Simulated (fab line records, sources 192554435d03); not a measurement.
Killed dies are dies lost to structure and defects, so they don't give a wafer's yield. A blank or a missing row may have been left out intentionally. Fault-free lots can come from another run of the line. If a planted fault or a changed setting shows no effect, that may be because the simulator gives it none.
Split-lot study ; flow n5-finfet ; on a route of 1938 steps: 7 lots, 21 wafers read

THE SPLIT ITSELF
At N5_SD_EPI_N_PEB_07 (peb time 60 s), the setting peb-temp-c was moved away from the recipe's 110 C on 7 of the 21 wafers read, by -3.3% to +2.2%. All remaining wafers had this setting at the recipe value.

SPLIT TO READING: what lies between them in the file, 1 step
- N5_SD_EPI_N_DEVELOP_08: develop time 30 s

THE READING
cd-nm, in nm, at N5_SD_EPI_N_CD_MEAS_09 (target cd 120 nm). Typical for fault-free wafers on this fab line: 120.1 nm, with standard deviation 1 nm.

wafer;tool, chamber at the split;peb-temp-c as run, C;against the recipe;cd-nm, nm;against lot-mates on the recipe
L080.2;litho-track-04, 0;106.4;-3.3%;111.1;-10.4
L080.4;litho-track-04, 0;110;recipe;121.5;-
L080.6;litho-track-04, 0;106.4;-3.3%;110.4;-11.1
L081.1;litho-track-01, 0;108.8;-1.1%;117.6;-1.9
L081.3;litho-track-01, 0;110;recipe;120.0;-
L081.4;litho-track-01, 0;110;recipe;119.0;-
L082.2;litho-track-04, 0;112.4;+2.2%;128.0;+6.7
L082.3;litho-track-04, 0;112.4;+2.2%;127.4;+6.1
L082.5;litho-track-04, 0;110;recipe;121.3;-
L088.1;litho-track-01, 0;110;recipe;119.9;-
L088.3;litho-track-01, 0;110;recipe;121.7;-
L088.5;litho-track-01, 0;110;recipe;119.8;-
L091.2;litho-track-04, 0;110;recipe;119.8;-
L091.3;litho-track-04, 0;112.3;+2.1%;126.5;+5.3
L091.4;litho-track-04, 0;110;recipe;122.6;-
L094.1;litho-track-01, 0;110;recipe;119.7;-
L094.3;litho-track-01, 0;110;recipe;121.0;-
L094.5;litho-track-01, 0;110;recipe;119.8;-
L097.3;litho-track-01, 0;111;+0.9%;121.8;+2.6
L097.4;litho-track-01, 0;110;recipe;119.7;-
L097.6;litho-track-01, 0;110;recipe;118.6;-

FIT RESULTS
A straight line over all 21 wafers: cd-nm changes by +3 nm for each +1% of peb-temp-c; r = +0.97; the points scatter about the line by 1 nm.
The same after taking each lot's own level away (the mean of its wafers on the recipe; 21 wafers): +3.05 nm for each +1%; r = +0.98; scatter 0.83 nm.
On that fit, the largest move of peb-temp-c shifts the reading by 10 nm.
Measured against the standard deviation above, the lots' own levels, which go from 119.15 to 121.50 nm, span 2.3 times it.
Consequently the slope shifts little with the lot-to-lot level, the two slopes agreeing.
Check: -9.9 nm against its lot-mates is what the line predicts for one of the wafers moved furthest among these (-3.3%) when that wafer is left out of the fit. Against them it came out at -10.4 nm.

THESE WAFERS: OTHER SPLITS
Other splits were also applied to these wafers ahead of the reading. Each is held against what the fit with the lots' levels taken away leaves over:
other split on the same wafers;wafers away from the commonest value;r with cd-nm (lot level and that fit taken away)
N5_WELL_APT_EXPOSE_05 dose-mj;6;-0.11
N5_WELL_APT_PEB_06 peb-time-s;6;-0.06
N5_PMOS_HMC_CHANNEL_EPI_PEB_07 peb-temp-c;9;+0.14
N5_PMOS_HMC_CHANNEL_EPI_DEVELOP_08 develop-time-s;11;-0.21

THE WHOLE CHAIN: every reading that the file lists as answering this split, in the file's order
step;what it does;reading;change (the file's fit);r (the file's)
N5_SD_EPI_N_CD_MEAS_09;target cd 120 nm;cd-nm;+2.98 nm for each +1% of the setting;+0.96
N5_SD_EPI_N_DESCUM_14;chemistry O2, time 7.9 s;SD_EPI_N.cd-nm (the simulator's own value, which no gauge read);+2.98 nm for each +1% of the setting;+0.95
N5_SD_EPI_N_ETCH_34;etches SiARC in CF4, target depth 45.5 nm, time 75.8 s;SD_EPI_N.cd-nm (the simulator's own value, which no gauge read);+2.93 nm for each +1% of the setting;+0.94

FILE'S OWN FIT
cd-nm changes by +2.98 nm for each +1% of peb-temp-c, r = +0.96.
